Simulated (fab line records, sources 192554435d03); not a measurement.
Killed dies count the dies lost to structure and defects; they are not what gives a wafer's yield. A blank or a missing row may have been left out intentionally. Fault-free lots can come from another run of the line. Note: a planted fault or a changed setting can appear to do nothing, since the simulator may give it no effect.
Matching of chambers -- flow n5-finfet -- N5_BEOL_M0_SAQP_ILD_DEP_01 on pecvd-02: 3 sister chambers
The step deposits SiOC from DEMS/O2, target thk 45.419 nm, time 8.7 s. 20 wafers are shown with their chamber, then 10 later ones without.

EACH WAFER AND ITS CHAMBER
wafer,chamber,throttle-valve-pct (%),heater-power-w (W),showerhead-plenum-p-Torr (Torr)
L075.2,1,12.6,488,5.682
L075.3,2,10.8,509,5.686
L075.6,2,10.6,501,5.655
L079.1,2,10.7,452,5.665
L079.2,0,11.3,492,5.707
L079.4,2,10.7,453,5.673
L082.2,0,11.3,489,5.670
L082.3,2,10.7,467,5.669
L082.6,0,11.4,496,5.692
L083.3,1,12.1,585,5.690
L083.4,1,12.3,598,5.696
L083.5,0,11.4,556,5.685
L084.1,0,11.0,527,5.691
L084.2,2,10.7,480,5.675
L084.4,2,10.8,487,5.676
L087.4,2,10.8,460,5.687
L087.5,1,12.1,558,5.678
L087.6,0,11.6,530,5.679
L090.4,2,10.5,442,5.665
L090.5,0,11.6,559,5.687

SIGNATURES (averages over the wafers above)
reading,chamber 0,chamber 1,chamber 2,scatter within a chamber
throttle-valve-pct,11.371,12.275,10.700,0.172
heater-power-w,521.29,557.25,472.33,31.5
showerhead-plenum-p-Torr,5.68729,5.68650,5.67233,0.0104
Rule: a wafer's distance from a chamber is the root of the sum, over the readings, of the square of ((its reading less the chamber's mean) divided by the reading's scatter). The wafer belongs to the nearest chamber; if the next one is less than 2 further off, it can't be placed. The scatter: take each reading less its chamber's mean, square it, sum over the shown wafers, divide by the number of wafers less the number of chambers, and take the root.

WAFERS WITHOUT THEIR CHAMBER
wafer,throttle-valve-pct (%),heater-power-w (W),showerhead-plenum-p-Torr (Torr)
L090.6,11.1,428,5.672
L094.4,11.5,499,5.691
L094.5,11.0,406,5.683
L094.6,12.3,610,5.674
L095.2,12.3,522,5.675
L095.3,10.9,403,5.667
L095.5,10.8,406,5.679
L097.3,11.3,557,5.679
L097.4,10.9,404,5.675
L097.6,11.4,560,5.690

CHAMBER TAKEN BY EACH
wafer,from the rows above,in truth
L090.6,can't be placed: 2 or 0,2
L094.4,0,0
L094.5,can't be placed: 2 or 0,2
L094.6,1,1
L095.2,1,1
L095.3,2,2
L095.5,2,2
L097.3,0,0
L097.4,2,2
L097.6,0,0
Correctly placed: 8 of 10. These rows do not allow placing 2 (true chamber among the candidates in 2). Wrongly placed: 0.
